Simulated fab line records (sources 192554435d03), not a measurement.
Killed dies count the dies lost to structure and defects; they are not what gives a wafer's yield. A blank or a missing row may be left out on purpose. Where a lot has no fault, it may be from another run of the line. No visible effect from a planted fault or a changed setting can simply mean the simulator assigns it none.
Which tool was responsible? || flow n5Finfet || Sampling: 10 lots, 30 wafers, 2 of 1938 route steps

WHAT EACH GAUGE READ, for each wafer
N5_SD_EPI_N_EPI_MEAS_23.
{"lot": "L691", "measured": "day 3 14:43", "on": "filmMetro-02", "thkNm (nm)": "58.5 58.5 57.7"}
{"lot": "L695", "measured": "day 4 09:52", "on": "filmMetro-01", "thkNm (nm)": "58.0 60.0 57.8"}
{"lot": "L699", "measured": "day 5 10:13", "on": "filmMetro-02", "thkNm (nm)": "61.3 57.2 60.4"}
{"lot": "L702", "measured": "day 6 14:16", "on": "filmMetro-01", "thkNm (nm)": "62.1 60.4 60.7"}
{"lot": "L703", "measured": "day 6 18:27", "on": "filmMetro-01", "thkNm (nm)": "58.0 59.6 58.5"}
{"lot": "L704", "measured": "day 6 20:17", "on": "filmMetro-01", "thkNm (nm)": "59.5 57.9 57.6"}
{"lot": "L706", "measured": "day 7 05:11", "on": "filmMetro-01", "thkNm (nm)": "59.1 58.8 60.3"}
{"lot": "L708", "measured": "day 7 15:46", "on": "filmMetro-01", "thkNm (nm)": "60.2 60.0 61.0"}
{"lot": "L710", "measured": "day 8 06:41", "on": "filmMetro-02", "thkNm (nm)": "59.9 60.3 62.2"}
{"lot": "L712", "measured": "day 8 17:53", "on": "filmMetro-01", "thkNm (nm)": "58.9 61.0 59.8"}

TOOL THAT RAN EACH LOT (tool first, then ch and the chambers of the sampled wafers, then the start)
{"lot": "L691", "N5_DUMMY_GATE_ETCH_44": "rieSi-04 ch 0,1,2, day 3 08:59"}
{"lot": "L695", "N5_DUMMY_GATE_ETCH_44": "rieSi-05 ch 0,2,3, day 4 04:15"}
{"lot": "L699", "N5_DUMMY_GATE_ETCH_44": "rieSi-05 ch 0,1,2, day 5 04:37"}
{"lot": "L702", "N5_DUMMY_GATE_ETCH_44": "rieSi-04 ch 0,1, day 6 08:22"}
{"lot": "L703", "N5_DUMMY_GATE_ETCH_44": "rieSi-05 ch 0,2,3, day 6 13:02"}
{"lot": "L704", "N5_DUMMY_GATE_ETCH_44": "rieSi-05 ch 0,1,2, day 6 14:38"}
{"lot": "L706", "N5_DUMMY_GATE_ETCH_44": "rieSi-04 ch 0,3, day 6 23:33"}
{"lot": "L708", "N5_DUMMY_GATE_ETCH_44": "rieSi-05 ch 1,2, day 7 10:42"}
{"lot": "L710", "N5_DUMMY_GATE_ETCH_44": "rieSi-03 ch 0,1,2, day 7 23:54"}
{"lot": "L712", "N5_DUMMY_GATE_ETCH_44": "rieSi-05 ch 0,1,3, day 8 11:34"}
- N5_DUMMY_GATE_ETCH_44: etches poly-Si in HBr/O2, stops on SiO2, target depth 127.5 nm.

THE ANSWER, worked out from the rows above alone
Rule: the usual values come from the lots themselves. The widest of any qualifying gaps counts: lots, ordered by their means at a reading, are off when they make up no more than a third of the lots, leave a main group of 4 or more, and stand apart from it by 3 or more times the standard deviation of that group's means. Not used: any main group whose means are identical at the precision the tables above print for the reading. A lot without any number at a reading at which 4 lots or more have one is off too. The other lots that the step has rows for count as sound.
Across all readings shown, no lot is off: no conclusion can be drawn from this.

WHAT THE SIMULATOR HAD PUT IN
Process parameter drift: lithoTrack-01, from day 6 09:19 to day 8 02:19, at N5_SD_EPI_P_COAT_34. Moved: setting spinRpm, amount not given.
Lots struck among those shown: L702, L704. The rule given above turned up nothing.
